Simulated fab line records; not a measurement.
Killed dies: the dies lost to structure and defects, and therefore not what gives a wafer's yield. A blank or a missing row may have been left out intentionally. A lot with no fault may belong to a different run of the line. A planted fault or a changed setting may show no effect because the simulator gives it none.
fab line records | flow n5_finfet
record: lots: 4 | wafers: 12 | last_day: 17
route steps=1938 shown DUMMY_GATE@256 SPACER0@258 SD_EPI_N@262 BEOL_M4@1111 PASSIVATION@1936
lots that met no fault: from a run of the same line without faults
start_h: hours from the record's opening day to when the first of the lot's shown wafers began | wait_h: hours elapsed since this lot's preceding step | " same as the row above | L1.1+2: one row covering several wafers at once | - no value, or no start was given | * or withheld: withheld | < > ~ a bound
route shown NAME@n: NAME is a module with steps in the file, n the number in the route of the first one | usual: mean/standard deviation of fault-free wafers | same: alike in all rows | chamber/n: place in a boat | sites: per-site readings | _std_site: standard deviation across them | _edge_site: outer sites' mean less inner sites' | radius_mm: for every site, how far away it sits from the centre of the wafer | mask NAME#n: copy n | behind: the tool/chamber that last shaped the wafer | hold: why the lot was held/for how many hours/how that ended | device: transistor that didn't switch, given as n, p or np | end of line: the tests these same wafers got at the end of their route | step lacking rows: just its recipe | killed: the dies lost at the first sort to structure and to defects; this is not the yield of the wafer | map: a wafer's dies, marking killed ones x, the rest . and places with no die _
set.NAME: the setting as run; set.NAME@STEP: as run at that earlier step | model.NAME: the simulator's own value behind a step, which no gauge read
certain route steps with their lots: each step a table, each wafer a row
services: when a tool's chamber went out of use (start_h, in hours from the record's first day, below 0 if earlier), for how many hours, and the reason
== steps ==
step: N5_DUMMY_GATE_UV_OZONE_45
recipe: time_s: 120 | pressure_torr: 760 | temp_c: 25
step: N5_SPACER0_ALD_07
recipe: material: SiNx | target_thk_a: 20 | temp_c: 400 | ald_precursor_family: SiH2I2 | ald_co_reactant: N2/H2-plasma | pressure_torr: 2
step: N5_SPACER0_ALD_00
recipe: material: SiOCN | target_thk_a: 35 | temp_c: 400 | ald_precursor_family: alkyl-aminosilane | ald_co_reactant: O2/N2-plasma | pulse_time_s: 3 | purge_time_s: 2 | co_reactant_purge_time_s: 2 | ald_cycles: 58 | pressure_torr: 2
step: N5_SPACER0_ALD_08
recipe: material: SiNx | target_thk_a: 20 | temp_c: 400 | ald_precursor_family: SiH2I2 | ald_co_reactant: N2/H2-plasma | pressure_torr: 2
step: N5_SD_EPI_N_COAT_32
recipe: resist: SOC | temp_c: 250 | time_s: 60 | spin_rpm: 1500 | resist_thk_nm: 350
step: N5_SD_EPI_N_COAT_33
recipe: resist: SiARC | temp_c: 220 | time_s: 60 | spin_rpm: 1500 | resist_thk_nm: 35
step: N5_SD_EPI_N_COAT_03
recipe: resist: CAR-ArF-block | spin_rpm: 1500 | resist_thk_nm: 150
step: N5_SD_EPI_N_EBR_05
recipe: solvent: PGMEA | ebr_width_mm: 1.5
step: N5_SD_EPI_N_SOFTBAKE_04
recipe: temp_c: 110 | time_s: 60 | resist: CAR-ArF-block
step: N5_SD_EPI_N_EXPOSE_06
recipe: mask_id: SD_N_BLK | na: 1.35 | source_shape: conventional | sigma_outer: 0.8 | polarization: unpolarized | target_cd_nm: 120 | dose_mj: 39.75
step: N5_SD_EPI_N_PEB_07
recipe: peb_temp_c: 110 | peb_time_s: 60 | resist: CAR-ArF-block
usual: chill_plate_temp_C: 22.99/0.1 | plate_temp_C: 110.01/0.11
lot.wafer | tool           | chamber | start_h | wait_h | chill_plate_temp_C | plate_temp_C
L926.3    | litho_track-03 | 0       | 64.68   | 0.0    | 22.95              | 109.87
L926.5    | "              | 0       | "       | "      | 23.11              | 110.03
L926.6    | "              | 0       | "       | "      | 23.00              | 110.00
L945.2    | litho_track-03 | 0       | 175.55  | 0.0    | 23.07              | 110.70
L945.3    | "              | 0       | "       | "      | 22.97              | 110.66
L945.5    | "              | 0       | "       | "      | 23.00              | 110.79
L946.1    | litho_track-03 | 0       | 182.74  | 0.1    | 23.00              | 110.72
L946.3    | "              | 0       | "       | "      | 22.96              | 110.78
L946.5    | "              | 0       | "       | "      | 22.93              | 110.87
L947.1    | litho_track-04 | 0       | 186.17  | 0.1    | 22.88              | 110.17
L947.2    | "              | 0       | "       | "      | 22.95              | 110.11
L947.6    | "              | 0       | "       | "      | 22.97              | 109.99
step: N5_SD_EPI_N_DEVELOP_08
recipe: develop_time_s: 30 | developer: TMAH | resist: CAR-ArF-block | dev_temp_c: 23 | rinse_liquid: diw | dry: air_spin
step: N5_SD_EPI_N_CD_MEAS_09
recipe: target_cd_nm: 120 | landing_energy_ev: 500 | detector: se_inlens
usual: cd_nm: 119.9/0.54
lot.wafer | tool      | chamber | start_h | wait_h | cd_nm
L926.3    | cd_sem-03 | 0       | 64.75   | -      | 120.0
L926.5    | "         | 0       | "       | "      | 120.7
L926.6    | "         | 0       | "       | "      | 120.5
L945.2    | cd_sem-03 | 0       | 175.61  | -      | 121.9
L945.3    | "         | 0       | "       | "      | 122.6
L945.5    | "         | 0       | "       | "      | 122.8
L946.1    | cd_sem-03 | 0       | 182.81  | -      | 123.0
L946.3    | "         | 0       | "       | "      | 122.8
L946.5    | "         | 0       | "       | "      | 122.4
L947.1    | cd_sem-02 | 0       | 186.24  | -      | 119.1
L947.2    | "         | 0       | "       | "      | 119.6
L947.6    | "         | 0       | "       | "      | 119.7
step: N5_SD_EPI_N_DESCUM_14
recipe: chemistry: O2 | time_s: 7.9 | source_power_w: 50 | bias_power_w: 20 | pressure_mtorr: 20 | rf_frequency_hz: 2.712e+07 | temp_c: 40 | resist: CAR-ArF-block | o2_flow_sccm: 225
usual: drypump_motor_current_A: 5.7/0.5 | oes_product_au: 0.77/0.087 | rf_vpp_V: 243.1/1.3 | showerhead_plenum_p_Torr: 2.09/0.067 | throttle_valve_pct: 20.45/0.24
lot.wafer | tool        | chamber | start_h | wait_h | drypump_motor_current_A | oes_product_au | rf_hours_counter_h | rf_vpp_V | showerhead_plenum_p_Torr | throttle_valve_pct | model.SD_EPI_N.cd_nm
L926.3    | rie_diel-04 | 0       | 64.97   | 0.2    | 5.6                     | 0.71           | 197                | 242.9    | 2.08                     | 20.81              | 119.6
L926.5    | "           | 2       | "       | "      | 6.6                     | 0.70           | -                  | 241.6    | 1.98                     | 20.64              | 120.6
L926.6    | "           | 0       | "       | "      | 5.6                     | 0.72           | -                  | 242.2    | 2.08                     | 20.81              | 120.4
L945.2    | rie_diel-04 | 3       | 175.91  | 0.2    | 5.6                     | 0.74           | 187                | 240.9    | 1.99                     | 20.17              | 121.8
L945.3    | "           | 1       | "       | "      | 5.6                     | 0.70           | 213                | 243.2    | 2.07                     | 20.39              | 122.6
L945.5    | "           | 3       | "       | "      | 5.6                     | 0.73           | -                  | 242.1    | 1.99                     | 20.18              | 122.4
L946.1    | rie_diel-06 | 3       | 182.90  | 0.0    | 6.8                     | 0.74           | 173                | 244.6    | 2.18                     | 20.57              | 122.8
L946.3    | "           | 2       | "       | "      | 5.4                     | 0.95           | 7                  | 242.4    | 2.05                     | 20.23              | 122.4
L946.5    | "           | 1       | "       | "      | 5.4                     | 0.69           | -                  | 241.5    | 2.05                     | 20.41              | 122.2
L947.1    | rie_diel-01 | 3       | 186.57  | 0.3    | 5.8                     | 0.89           | 34                 | 244.9    | 2.14                     | 20.37              | 119
L947.2    | "           | 2       | "       | "      | 5.5                     | 0.71           | 179                | 242.5    | 2.08                     | 20.26              | 119.6
L947.6    | "           | 3       | "       | "      | 5.8                     | 0.90           | -                  | 243.8    | 2.14                     | 20.37              | 119.6
step: N5_SD_EPI_N_ETCH_34
recipe: chemistry: CF4 | target: SiARC | target_depth_a: 455 | mask_material: CAR-ArF-block | time_s: 75.8 | ion_energy_ev: 80 | pressure_mtorr: 40 | source_w: 545 | bias_w: 36 | Ar_flow_sccm: 100 | cf4_flow_sccm: 100 | ends: cleared
step: N5_SD_EPI_N_ETCH_35
recipe: chemistry: N2/H2 | target: SOC | overetch_a: 1080 | mask_material: SiARC | temp_c: 40 | ion_energy_ev: 100 | source_w: 3000 | bias_w: 133 | pressure_mtorr: 20 | time_s: 486 | n2_flow_sccm: 200 | h2_flow_sccm: 200
step: N5_SD_EPI_N_STRIP_36
recipe: chemistry: N2/H2 | temp_c: 40 | n2_flow_sccm: 200 | h2_flow_sccm: 200 | rf_frequency_hz: 6e+07
step: N5_SD_EPI_N_ETCHBACK_44
recipe: chemistry: CH3F/O2 | mode: anisotropic_etchback | target: SiNx | target_depth_a: 145 | stop_on: SiO2 | over_etch_frac: 0.3 | ion_energy_ev: 120 | pressure_mtorr: 30 | source_w: 395 | bias_w: 73 | Ar_flow_sccm: 150 | CH3F_flow_sccm: 30 | O2_flow_sccm: 20
step: N5_SD_EPI_N_ETCH_45
recipe: chemistry: CH3F/O2 | target: SiOCN | target_depth_a: 60 | mask_material: SOC | ion_energy_ev: 60 | bias_w: 29 | pressure_mtorr: 15 | source_w: 410 | Ar_flow_sccm: 150 | CH3F_flow_sccm: 30 | O2_flow_sccm: 20
step: N5_SD_EPI_N_ETCH_16
recipe: chemistry: CHF3/O2 | target: SiO2 | target_depth_a: 50 | mask_material: SOC | pressure_mtorr: 30 | source_w: 650 | bias_w: 170 | Ar_flow_sccm: 200 | CHF3_flow_sccm: 50 | O2_flow_sccm: 5 | ion_energy_ev: 200
step: N5_SD_EPI_N_STRIP_47
recipe: chemistry: CHF3/O2 | resist: SiARC | rf_frequency_hz: 6e+07
step: N5_SD_EPI_N_SD_RECESS_17
recipe: chemistry: HBr/Cl2/O2 | target_depth_a: 410 | mask_material: SOC | time_s: 23.7 | bt_time_s: 3 | pressure_mtorr: 10 | icp_w: 800 | bias_w: 112 | HBr_flow_sccm: 150 | Cl2_flow_sccm: 80 | O2_flow_sccm: 12
usual: drypump_motor_current_A: 5.8/0.46 | oes_o_777_au: 1.008/0.016 | oes_product_au: 1.006/0.013 | throttle_valve_pct: 37.1/0.33
lot.wafer | tool      | chamber | start_h | wait_h | drypump_motor_current_A | oes_o_777_au | oes_product_au | rf_hours_counter_h | throttle_valve_pct | model.SD_EPI_N.cd_nm
L926.3    | rie_si-02 | 2       | 65.66   | 0.0    | 6.2                     | 1.024        | 1.023          | 59                 | 37.0               | 119.6
L926.5    | "         | 2       | "       | "      | 6.2                     | 1.021        | 1.020          | -                  | 37.0               | 120.8
L926.6    | "         | 3       | "       | "      | 5.8                     | 1.024        | 1.018          | -                  | 37.2               | 120.6
L945.2    | rie_si-04 | 3       | 176.60  | 0.0    | 6.0                     | 0.987        | 0.990          | 0                  | 37.0               | 122.2
L945.3    | "         | 2       | "       | "      | 5.8                     | 1.009        | 1.000          | 76                 | 36.9               | 122.6
L945.5    | "         | 3       | "       | "      | 6.0                     | 0.993        | 0.997          | -                  | 37.0               | 122
L946.1    | rie_si-02 | 1       | 183.59  | 0.0    | 6.3                     | 1.002        | 1.001          | 154                | 36.5               | 122.8
L946.3    | "         | 2       | "       | "      | 6.2                     | 1.017        | 1.020          | 61                 | 37.0               | 122.8
L946.5    | "         | 2       | "       | "      | 6.2                     | 1.018        | 1.024          | -                  | 37.0               | 122.4
L947.1    | rie_si-06 | 1       | 187.25  | 0.0    | 5.9                     | 1.006        | 0.992          | 123                | 36.6               | 119
L947.2    | "         | 2       | "       | "      | 5.1                     | 0.974        | 0.979          | 79                 | 37.0               | 118.4
L947.6    | "         | 3       | "       | "      | 4.9                     | 1.001        | 1.001          | -                  | 37.1               | 119
step: N5_SD_EPI_N_STRIP_38
recipe: chemistry: N2/H2 | power_w: 1000 | temp_c: 250 | h2_frac: 0.65 | overash_fraction: 0.3 | pressure_mtorr: withheld | n2_flow_sccm: 1750 | h2_flow_sccm: 3250
step: N5_BEOL_M4_RC_MEAS_101
usual: DIBL_N: 36.4/1.5 | DIBL_P: 36.6/1.9 | IOFF_N: 0.155/0.021 | IOFF_P: 0.211/0.028 | ION_N: 671/8.6 | ION_P: 462/5.8 | SS_N: 71.5/0.5 | SS_P: 73.4/0.58 | VT_N: 250.1/2.4 | VT_P: -250.1/3
lot.wafer | tool      | chamber | start_h | wait_h | DIBL_N[mV/V] | DIBL_P[mV/V] | IOFF_N[nA/um] | IOFF_P[nA/um] | ION_N[uA/um] | ION_P[uA/um] | SS_N[mV/dec] | SS_P[mV/dec] | VT_N[mV] | VT_P[mV]
L926.3    | prober-01 | 0       | 179.06  | 0.3    | 35.9         | 36.5         | 0.143         | 0.221         | 666          | 461          | 70.9         | 73.6         | 250.6    | -248.7
L926.5    | "         | 0       | "       | "      | 34.2         | 35.0         | 0.128         | 0.202         | 666          | 466          | 70.9         | 73.0         | 251.3    | -247.3
L926.6    | "         | 0       | "       | "      | 35.9         | 36.7         | 0.141         | 0.229         | 668          | 465          | 71.8         | 73.9         | 249.9    | -247.0
L946.1    | prober-01 | 0       | 297.26  | 0.0    | 35.2         | 35.6         | 0.151         | 0.193         | 671          | 461          | 72.0         | 72.9         | 250.0    | -251.9
L946.3    | "         | 0       | "       | "      | 34.2         | 34.3         | 0.145         | 0.181         | 672          | 460          | 71.6         | 72.7         | 252.7    | -252.8
L946.5    | "         | 0       | "       | "      | 33.5         | 33.9         | 0.131         | 0.171         | 664          | 457          | 71.2         | 72.7         | 252.5    | -252.1
L945.2    | prober-01 | 0       | 303.97  | 0.2    | 38.0         | 39.2         | 0.164         | 0.232         | 663          | 458          | 72.0         | 74.1         | 253.2    | -247.9
L945.3    | "         | 0       | "       | "      | 38.0         | 39.1         | 0.172         | 0.229         | 680          | 469          | 71.4         | 73.5         | 248.9    | -248.7
L945.5    | "         | 0       | "       | "      | 39.2         | 40.8         | 0.197         | 0.266         | 677          | 465          | 71.9         | 74.4         | 247.6    | -245.2
L947.1    | prober-02 | 0       | 308.25  | 0.0    | 34.5         | 34.4         | 0.117         | 0.138         | 674          | 460          | 70.9         | 72.5         | 252.8    | -259.8
L947.2    | "         | 0       | "       | "      | 36.2         | 35.8         | 0.140         | 0.153         | 675          | 455          | 71.0         | 73.1         | 251.5    | -257.3
L947.6    | "         | 0       | "       | "      | 37.7         | 38.3         | 0.170         | 0.188         | 680          | 454          | 70.7         | 74.0         | 247.1    | -252.9
step: N5_PASSIVATION_PROBE_49
usual: defect_limited_yield: 91.5/1.4 | killed_at_M0_to_M3: 33/10 | killed_at_M4_up: 13/5 | killed_at_contacts: 13/5.6 | killed_at_front_end: 38/12 | killed_at_other: 3.9/2.7 | killed_dies: 100/16 | killed_open: 66/13 | killed_short: 32/7.2 | sort_bin_5_function: 5.0/0.97 | sort_bin_6_memory: 3.2/0.61 | sort_n_pass: 1080/16 | sort_yield_pct: 91.5/1.4
same: gross_dies: 1180 | killed_at_back_side: 0 | sort_bin_4_leakage[%]: 0 | sort_bin_8_speed[%]: 0
lot.wafer | tool      | chamber | start_h | wait_h | defect_limited_yield[%] | killed_at_M0_to_M3 | killed_at_M4_up | killed_at_contacts | killed_at_front_end | killed_at_other | killed_dies | killed_open | killed_short | sort_bin_5_function[%] | sort_bin_6_memory[%] | sort_n_pass | sort_yield_pct[%]
L926.3    | prober-01 | -       | 283.21  | 0.1    | 93.3                    | 40                 | 15              | 5                  | 15                  | 4               | 79          | 49          | 30           | 4.0                    | 2.5                  | 1101        | 93.3
L926.5    | prober-01 | -       | 283.31  | 0.2    | 92.4                    | 34                 | 12              | 6                  | 29                  | 9               | 90          | 54          | 32           | 4.0                    | 3.5                  | 1090        | 92.4
L926.6    | prober-01 | -       | 283.36  | 0.3    | 92.9                    | 20                 | 13              | 12                 | 33                  | 6               | 84          | 54          | 26           | 4.0                    | 2.9                  | 1096        | 92.9
L946.1    | prober-01 | -       | 400.67  | 0.0    | 91.6                    | 31                 | 10              | 19                 | 37                  | 2               | 99          | 62          | 36           | 4.6                    | 3.4                  | 1081        | 91.6
L946.3    | prober-01 | -       | 400.77  | 0.1    | 89.1                    | 40                 | 24              | 17                 | 46                  | 2               | 129         | 88          | 36           | 5.8                    | 4.2                  | 1051        | 89.1
L946.5    | prober-01 | -       | 400.87  | 0.2    | 90.1                    | 38                 | 10              | 16                 | 49                  | 4               | 117         | 84          | 33           | 6.0                    | 3.6                  | 1063        | 90.1
L947.1    | prober-01 | -       | 413.56  | 0.0    | 92.5                    | 39                 | 14              | 17                 | 18                  | 0               | 88          | 59          | 29           | 4.4                    | 2.8                  | 1092        | 92.5
L947.2    | prober-01 | -       | 413.61  | 0.1    | 91.4                    | 28                 | 23              | 31                 | 19                  | 1               | 102         | 71          | 30           | 4.4                    | 3.9                  | 1078        | 91.4
L947.6    | prober-01 | -       | 413.81  | 0.3    | 91.1                    | 32                 | 18              | 23                 | 31                  | 1               | 105         | 82          | 22           | 5.4                    | 3.1                  | 1075        | 91.1
L945.2    | prober-02 | -       | 414.34  | 0.1    | 92.8                    | 15                 | 12              | 15                 | 40                  | 3               | 85          | 50          | 35           | 5.1                    | 2.1                  | 1095        | 92.8
L945.3    | prober-02 | -       | 414.39  | 0.1    | 89.7                    | 36                 | 23              | 15                 | 43                  | 4               | 121         | 81          | 39           | 6.5                    | 3.1                  | 1059        | 89.7
L945.5    | prober-02 | -       | 414.49  | 0.2    | 91.5                    | 25                 | 17              | 13                 | 41                  | 4               | 100         | 63          | 36           | 4.5                    | 3.4                  | 1080        | 91.5
killed by level:class
L926.3 BEOL_M0_SAQP:geometric_particle:open=14 BEOL_M0_SAQP:geometric_particle:short=11 FIN_SAQP:geometric_particle:open=6 FIN_SAQP:geometric_particle:short=5 BEOL_M2:geometric_particle:open=4 BEOL_M3:geometric_particle:open=4 BEOL_M4:geometric_particle:short=4 BEOL_M1:geometric_particle:open=3
L926.5 BEOL_M0_SAQP:geometric_particle:open=8 FIN_SAQP:geometric_particle:short=7 BEOL_M3:geometric_particle:open=7 MOL_CONTACT_COAG:geometric_particle:open=6 BEOL_M1:geometric_particle:open=6 FIN_SAQP:geometric_particle:open=5 BEOL_M0_SAQP:geometric_particle:short=5 STI_FIN_REVEAL:geometric_particle:open=3
L926.6 STI_FIN_REVEAL:geometric_particle:open=12 MOL_CONTACT_COAG:geometric_particle:open=9 BEOL_M0_SAQP:geometric_particle:open=6 BEOL_M3:geometric_particle:open=6 BEOL_M4:geometric_particle:open=6 DUMMY_GATE:geometric_particle:open=5 BEOL_M0_SAQP:geometric_particle:short=4 FIN_SAQP:geometric_particle:short=3
L946.1 MOL_CONTACT_COAG:geometric_particle:open=17 FIN_SAQP:geometric_particle:short=11 BEOL_M0_SAQP:geometric_particle:open=11 BEOL_M3:geometric_particle:open=7 GATE_CUT:geometric_particle:short=6 STI_FIN_REVEAL:geometric_particle:open=5 FIN_SAQP:geometric_particle:open=4 BEOL_M1:geometric_particle:open=4
L946.3 MOL_CONTACT_COAG:geometric_particle:open=15 BEOL_M4:geometric_particle:open=15 FIN_SAQP:geometric_particle:open=13 BEOL_M3:geometric_particle:open=12 STI_FIN_REVEAL:geometric_particle:open=8 BEOL_M0_SAQP:geometric_particle:short=7 BEOL_M1:geometric_particle:open=7 BEOL_M0_SAQP:geometric_particle:open=6
L946.5 MOL_CONTACT_COAG:geometric_particle:open=13 FIN_SAQP:geometric_particle:open=12 STI_FIN_REVEAL:geometric_particle:open=10 BEOL_M3:geometric_particle:open=10 BEOL_M0_SAQP:geometric_particle:open=9 FIN_SAQP:geometric_particle:short=8 BEOL_M2:geometric_particle:open=8 DUMMY_GATE:geometric_particle:open=5
L947.1 MOL_CONTACT_COAG:geometric_particle:open=13 BEOL_M2:geometric_particle:open=13 BEOL_M3:geometric_particle:open=8 BEOL_M0_SAQP:geometric_particle:open=7 BEOL_M0_SAQP:geometric_particle:short=6 STI_FIN_REVEAL:geometric_particle:open=4 MOL_CONTACT_COAG:geometric_particle:short=4 DUMMY_GATE:geometric_particle:open=3
L947.2 MOL_CONTACT_COAG:geometric_particle:open=26 BEOL_M4:geometric_particle:open=8 MOL_CONTACT_COAG:geometric_particle:short=5 BEOL_M1:geometric_particle:open=5 BEOL_M2:geometric_particle:open=5 BEOL_M4:geometric_particle:short=5 GATE_CUT:geometric_particle:short=4 BEOL_M0_SAQP:geometric_particle:open=4
L947.6 MOL_CONTACT_COAG:geometric_particle:open=20 BEOL_M0_SAQP:geometric_particle:open=11 BEOL_M3:geometric_particle:open=11 BEOL_M4:geometric_particle:open=7 STI_FIN_REVEAL:geometric_particle:open=5 DUMMY_GATE:geometric_particle:open=4 GATE_CUT:geometric_particle:open=4 GATE_CUT:geometric_particle:short=4
L945.2 FIN_SAQP:geometric_particle:open=9 MOL_CONTACT_COAG:geometric_particle:open=9 GATE_CUT:geometric_particle:short=7 FIN_SAQP:geometric_particle:short=6 STI_FIN_REVEAL:geometric_particle:open=6 MOL_CONTACT_COAG:geometric_particle:short=6 BEOL_M4:geometric_particle:open=6 BEOL_M3:geometric_particle:open=5
L945.3 MOL_CONTACT_COAG:geometric_particle:open=13 BEOL_M4:geometric_particle:open=13 STI_FIN_REVEAL:geometric_particle:open=10 FIN_SAQP:geometric_particle:open=9 FIN_SAQP:geometric_particle:short=9 BEOL_M0_SAQP:geometric_particle:short=9 BEOL_M0_SAQP:geometric_particle:open=5 BEOL_M1:geometric_particle:open=5
L945.5 MOL_CONTACT_COAG:geometric_particle:open=9 FIN_SAQP:geometric_particle:open=8 BEOL_M4:geometric_particle:open=8 FIN_SAQP:geometric_particle:short=6 GATE_CUT:geometric_particle:short=6 BEOL_M1:geometric_particle:open=6 BEOL_M3:geometric_particle:open=6 DUMMY_GATE:geometric_particle:open=5
== services ==
tool           | chamber | start_h | hours | kind
rie_diel-04    | 1       | 57.67   | 9.6   | repair
rie_diel-01    | 3       | 80.03   | -     | clean
rie_diel-01    | 3       | 80.03   | -     | consumable_replace:focus_ring
rie_diel-01    | 3       | 80.03   | 17.7  | scheduled_down
rie_diel-01    | 3       | 80.03   | 17.7  | vent_cycle
rie_si-04      | -       | 85.43   | 28.1  | pm
rie_diel-01    | 1       | 86.89   | 2.2   | repair
litho_track-03 | -       | 90.59   | -     | consumable_replace:filter
rie_diel-06    | 3       | 95.74   | 5.3   | repair
rie_diel-06    | 1       | 102.17  | 2.4   | repair
rie_diel-01    | -       | 104.58  | 0.5   | repair
rie_diel-01    | 1       | 107.44  | -     | clean
rie_diel-01    | 1       | 107.44  | -     | consumable_replace:focus_ring
rie_diel-06    | 0       | 118.56  | 6.0   | repair
rie_si-04      | 2       | 123.26  | 19.5  | repair
rie_diel-04    | 2       | 135.03  | -     | clean
rie_diel-04    | 2       | 135.03  | -     | consumable_replace:focus_ring
rie_diel-04    | 2       | 135.03  | -     | consumable_replace:showerhead
rie_diel-04    | 2       | 135.03  | 19.1  | scheduled_down
rie_diel-04    | 2       | 135.03  | 19.1  | vent_cycle
rie_si-02      | -       | 153.92  | 14.6  | pm
rie_si-02      | 0       | 170.39  | -     | clean
rie_si-02      | 0       | 170.39  | 14.2  | scheduled_down
rie_si-02      | 0       | 170.39  | 14.2  | vent_cycle
== key ==
first_sign: step: N5_SD_EPI_N_PEB_07 | reading: plate_temp_C | direction: up | sigmas: 6.5 | usual: * | struck: *
effect: step: N5_SD_EPI_N_CD_MEAS_09 | reading: cd_nm | direction: up | sigmas: 4.9 | usual: 119.9 | struck: 122.6
model_effect: step: N5_SD_EPI_N_DESCUM_14 | value: SD_EPI_N.cd_nm | without: 120.4 | struck: 122.4
model_effect: step: N5_SD_EPI_N_SD_RECESS_17 | value: SD_EPI_N.cd_nm | without: 120.5 | struck: 122.5
met_at N5_SD_EPI_N_PEB_07
struck_wafers L945.2,L945.3,L945.5,L946.1,L946.3,L946.5
onset_between 64.68 175.55
fault: kind: process_parameter_drift | tool: litho_track-03 | chamber: - | onset_h: 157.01 | steps: N5_SD_EPI_N_PEB_07 | channel: peb_temp_c | offset: * | shape: step | end_h: 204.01 | acts_in: * | stated: *
